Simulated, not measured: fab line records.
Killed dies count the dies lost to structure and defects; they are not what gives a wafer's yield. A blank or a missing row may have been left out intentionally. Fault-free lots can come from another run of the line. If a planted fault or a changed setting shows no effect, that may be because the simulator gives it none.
Which of the tools did it? | flow n5Finfet | 10 lots, 30 wafers sampled, at 4 steps of a route of 1938

== WHAT THE GAUGES SHOWED, per wafer ==
N5_BEOL_M4_INSPECT_59: inspects for defects (darkfield). Usual: 69 for rawDefectCount, sd 22.
lot  | measured     | on               | rawDefectCount | flag
L714 | day 8 01:23  | defectInspect-01 | 36 26 61       | 
L715 | day 8 09:23  | defectInspect-02 | 83 52 80       | 
L716 | day 8 23:56  | defectInspect-02 | 81 65 61       | 
L717 | day 9 00:12  | defectInspect-01 | 47 62 50       | 
L719 | day 9 06:31  | defectInspect-02 | 46 65 56       | 
L728 | day 11 09:29 | defectInspect-02 | 70 100 97      | 
L730 | day 12 05:16 | defectInspect-01 | 111 61 76      | 
L731 | day 12 11:52 | defectInspect-02 | 97 49 83       | 
L733 | day 13 01:17 | defectInspect-02 | 85 43 58       | 
L734 | day 12 21:14 | defectInspect-02 | 72 82 77       | 

N5_BEOL_M4_RC_MEAS_101. Usual: CJ_N 4.32, standard deviation 0.081; DIBL_N 35.8 mV/V, standard deviation 1.6; DIBL_P 36.0 mV/V, standard deviation 2.1; IOFF_N 0.153 nA/um, standard deviation 0.026; IOFF_P 0.21 nA/um, standard deviation 0.037; ION_N 673 uA/um, standard deviation 11; ION_P 462 uA/um, standard deviation 7.6; RS_PWELL 3006 ohm/sq, standard deviation 25; SS_N 71.4 mV/dec, standard deviation 0.53; SS_P 73.2 mV/dec, standard deviation 0.67; VT_N 250 mV, standard deviation 3.2; VT_P -250 mV, standard deviation 3.7.
lot  | measured     | on        | CJ_N           | DIBL_N (mV/V)  | DIBL_P (mV/V)  | IOFF_N (nA/um)    | IOFF_P (nA/um) | ION_N (uA/um) | ION_P (uA/um) | RS_PWELL (ohm/sq) | SS_N (mV/dec)  | SS_P (mV/dec)  | VT_N (mV)   | VT_P (mV)      | flag
L714 | day 8 01:25  | prober-02 | 4.33 4.31 4.36 | 37.3 33.5 37.9 | 39.2 33.7 38.8 | 0.188 0.117 0.207 | 0.26 0.17 0.27 | 684 662 700   | 476 463 476   | 3041 3039 3020    | 70.9 71.1 71.1 | 74.0 72.5 74.2 | 245 256 243 | -248 -251 -245 | 
L715 | day 8 09:25  | prober-02 | 4.28 4.44 4.32 | 35.3 37.4 35.5 | 36.1 37.9 35.7 | 0.139 0.165 0.137 | 0.18 0.20 0.18 | 670 675 673   | 453 460 456   | 3002 3040 3016    | 71.1 71.7 71.6 | 73.2 73.4 72.4 | 252 250 253 | -255 -250 -252 | 
L716 | day 8 23:57  | prober-01 | 3.46 3.49 3.47 | 37.2 38.5 36.4 | 39.0 40.6 37.8 | 0.189 0.225 0.162 | 0.28 0.34 0.26 | 697 685 676   | 473 479 470   | 2899 2895 2903    | 71.7 72.6 71.5 | 74.1 74.2 73.3 | 249 246 251 | -242 -239 -243 | OFF
L717 | day 9 00:14  | prober-02 | 3.55 3.47 3.48 | 40.1 40.2 37.1 | 37.8 39.8 35.9 | 0.229 0.213 0.158 | 0.23 0.28 0.20 | 684 688 681   | 463 475 465   | 2879 2863 2883    | 74.3 72.6 71.2 | 73.8 74.5 73.1 | 250 249 250 | -250 -248 -253 | OFF
L719 | day 9 06:33  | prober-02 | 3.62 3.40 3.53 | 35.1 34.2 34.5 | 35.6 34.6 34.2 | 0.154 0.138 0.139 | 0.20 0.18 0.17 | 679 668 674   | 469 453 447   | 2949 2900 2908    | 71.6 71.4 71.7 | 72.9 73.0 72.5 | 251 249 251 | -250 -253 -252 | OFF
L728 | day 11 09:40 | prober-02 | 4.40 4.45 4.25 | 38.2 36.9 35.5 | 38.4 36.4 36.7 | 0.195 0.161 0.151 | 0.25 0.22 0.23 | 687 676 679   | 470 463 468   | 2950 2959 2970    | 71.4 71.7 71.4 | 74.1 73.1 73.3 | 247 248 249 | -247 -247 -247 | 
L730 | day 12 05:17 | prober-02 | 4.36 4.34 4.43 | 35.6 37.7 36.3 | 34.1 36.3 34.5 | 0.139 0.164 0.134 | 0.19 0.22 0.19 | 669 667 669   | 461 461 459   | 3033 2975 3008    | 71.6 71.1 71.4 | 73.0 73.8 73.2 | 252 252 251 | -252 -251 -249 | 
L731 | day 12 11:53 | prober-01 | 4.34 4.35 4.33 | 35.1 35.1 37.1 | 36.0 35.8 38.2 | 0.145 0.148 0.178 | 0.19 0.19 0.22 | 665 671 678   | 459 458 460   | 3030 3039 3043    | 70.7 71.4 72.4 | 73.7 72.8 74.1 | 251 249 249 | -252 -250 -252 | 
L733 | day 13 01:37 | prober-01 | 4.39 4.37 4.28 | 36.5 37.5 34.7 | 36.6 37.0 35.0 | 0.159 0.174 0.136 | 0.20 0.21 0.18 | 669 680 661   | 459 464 460   | 3045 3024 3028    | 71.4 72.2 70.6 | 73.7 73.4 72.9 | 253 250 253 | -251 -249 -254 | 
L734 | day 12 21:25 | prober-02 | 4.35 4.51 4.37 | 33.9 35.2 35.8 | 35.1 36.3 37.1 | 0.134 0.168 0.181 | 0.19 0.23 0.23 | 659 673 680   | 463 466 460   | 3024 3020 3012    | 70.9 71.8 72.2 | 73.0 73.2 73.5 | 254 248 249 | -250 -246 -246 | 

== TOOL THAT RAN EACH LOT (tool first, then ch and the chambers of the sampled wafers, then the start) ==
lot  | N5_WELL_APT_EPI_41            | N5_BEOL_M4_ANNEAL_51
L714 | epiRpcvd-01 ch 0, day 1 16:16 | rtpAnneal-02 ch 0, day 8 00:29
L715 | epiRpcvd-01 ch 0, day 1 22:23 | rtpAnneal-02 ch 0, day 8 08:30
L716 | epiRpcvd-01 ch 0, day 2 04:39 | rtpAnneal-01 ch 0, day 8 23:02
L717 | epiRpcvd-01 ch 0, day 2 10:32 | rtpAnneal-02 ch 0, day 8 23:11
L719 | epiRpcvd-01 ch 0, day 2 22:20 | rtpAnneal-02 ch 0, day 9 05:37
L728 | epiRpcvd-04 ch 0, day 5 04:03 | rtpAnneal-02 ch 0, day 11 08:39
L730 | epiRpcvd-01 ch 0, day 5 16:38 | rtpAnneal-01 ch 0, day 12 04:23
L731 | epiRpcvd-01 ch 0, day 5 22:26 | rtpAnneal-01 ch 0, day 12 10:55
L733 | epiRpcvd-01 ch 0, day 6 10:19 | rtpAnneal-02 ch 0, day 13 00:29
L734 | epiRpcvd-04 ch 0, day 6 16:26 | rtpAnneal-02 ch 0, day 12 20:24
- N5_WELL_APT_EPI_41: deposits Si from SiH4/H2, target thk 50 nm, time 297.7 s.
- N5_BEOL_M4_ANNEAL_51: time 90 s.

== AS READ BY THE TOOLS THEMSELVES (means over the sampled wafers that have a number; for cases with no such wafer, the mark the record gives instead) ==
N5_WELL_APT_EPI_41. Usual: lampInnerPct 14.4 %, standard deviation 0.54; throttleValvePct 11.57 %, standard deviation 0.25.
lot  | tool        | lampInnerPct (%) | throttleValvePct (%) | flag
L714 | epiRpcvd-01 | 13.9             | 11.48                | 
L715 | epiRpcvd-01 | 13.9             | 11.67                | 
L716 | epiRpcvd-01 | 13.9             | 11.49                | 
L717 | epiRpcvd-01 | 14.1             | 11.71                | 
L719 | epiRpcvd-01 | 13.9             | 11.59                | 
L728 | epiRpcvd-04 | 15.1             | 11.52                | 
L730 | epiRpcvd-01 | 14.0             | 11.60                | 
L731 | epiRpcvd-01 | 13.9             | 11.66                | 
L733 | epiRpcvd-01 | 13.9             | 11.62                | 
L734 | epiRpcvd-04 | 15.1             | 11.57                | 

N5_BEOL_M4_ANNEAL_51. Usual: annealTempCMax 226.0, standard deviation 0.31; wafer_temp_C_max 226.09, standard deviation 0.26.
lot  | tool         | annealTempCMax | wafer_temp_C_max | flag
L714 | rtpAnneal-02 | 225.8          | 225.91           | 
L715 | rtpAnneal-02 | 225.7          | 226.27           | 
L716 | rtpAnneal-01 | 225.9          | 226.05           | 
L717 | rtpAnneal-02 | 225.9          | 226.14           | 
L719 | rtpAnneal-02 | 225.7          | 226.17           | 
L728 | rtpAnneal-02 | 225.9          | 226.32           | 
L730 | rtpAnneal-01 | 226.5          | 225.93           | 
L731 | rtpAnneal-01 | 226.0          | 225.95           | 
L733 | rtpAnneal-02 | 225.5          | 226.24           | 
L734 | rtpAnneal-02 | 226.0          | 225.98           | 

== THE ANSWER, worked out from the rows above alone ==
Rule: a lot is off if the mean of its wafers that have a number lies more than 3 standard deviations from the usual mean. A lot without any number at a reading at which 4 lots or more have one is off too. Any other lot the step has rows for is counted as sound. After the gauges, taken in route order, come the tools' own readings; for these a lot's mean is taken, as printed above. The first step at which some lot is off is used, and at that step the reading that is off furthest; a lot without a number counts as furthest.
Off: L716, L717, L719, seen at N5_BEOL_M4_RC_MEAS_101 (CJ_N).
A tool fits if, at a process step before that reading, it ran every lot that is off, and no sound lot after the first of them. Gauges at N5_BEOL_M4_RC_MEAS_101: tried the same way as those tools. Not one of the candidates tried fits.

== WHAT THE SIMULATOR HAD INSERTED ==
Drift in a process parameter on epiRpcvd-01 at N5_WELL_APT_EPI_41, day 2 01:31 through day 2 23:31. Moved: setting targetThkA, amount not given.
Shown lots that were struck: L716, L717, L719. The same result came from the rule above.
